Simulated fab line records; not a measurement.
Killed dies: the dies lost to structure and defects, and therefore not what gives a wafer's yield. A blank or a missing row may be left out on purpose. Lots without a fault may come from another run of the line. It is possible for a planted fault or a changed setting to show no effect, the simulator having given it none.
Chamber matching || flow n5 finfet || N5_BEOL_M13_ETCH_59 on rie diel-04: 4 sister chambers
The step etches BARC in N2/H2, target depth 89 nm, overetch 26.7 nm, time 67.9 s. 4 wafers are shown with their chamber, then 7 later ones without.

EACH WAFER AND ITS CHAMBER
{"wafer": "L074.2", "chamber": 0, "showerhead plenum p Torr (Torr)": 2.53}
{"wafer": "L080.5", "chamber": 2, "showerhead plenum p Torr (Torr)": 2.63}
{"wafer": "L081.1", "chamber": 1, "showerhead plenum p Torr (Torr)": 2.46}
{"wafer": "L081.2", "chamber": 3, "showerhead plenum p Torr (Torr)": 2.42}

WAFERS WHOSE CHAMBER IS MISSING
{"wafer": "L081.3", "showerhead plenum p Torr (Torr)": 2.63}
{"wafer": "L093.1", "showerhead plenum p Torr (Torr)": 2.62}
{"wafer": "L093.4", "showerhead plenum p Torr (Torr)": 2.52}
{"wafer": "L093.6", "showerhead plenum p Torr (Torr)": 2.46}
{"wafer": "L097.1", "showerhead plenum p Torr (Torr)": 2.41}
{"wafer": "L097.3", "showerhead plenum p Torr (Torr)": 2.46}
{"wafer": "L097.6", "showerhead plenum p Torr (Torr)": 2.41}

CHAMBER TAKEN BY EACH
{"wafer": "L081.3", "from the rows above": 2, "in truth": 2}
{"wafer": "L093.1", "from the rows above": 2, "in truth": 2}
{"wafer": "L093.4", "from the rows above": 0, "in truth": 0}
{"wafer": "L093.6", "from the rows above": 1, "in truth": 1}
{"wafer": "L097.1", "from the rows above": 3, "in truth": 3}
{"wafer": "L097.3", "from the rows above": 1, "in truth": 1}
{"wafer": "L097.6", "from the rows above": 3, "in truth": 3}
Correct placement for 7 of the 7. Left unplaced by these rows: 0. Placed wrongly: 0.
How it was worked out, from the rows above alone: a wafer's distance from a chamber is the root of the sum, over the readings, of the square of ((its reading less the chamber's mean) divided by the reading's scatter). The wafer belongs to the nearest chamber; if the next one is less than 2 further off, it can't be placed. The mean given for a chamber averages the wafers shown for that chamber. The scatter (one wafer shown for each chamber): square how far every hidden wafer sits from the nearest shown wafer, average those squares and take the square root.
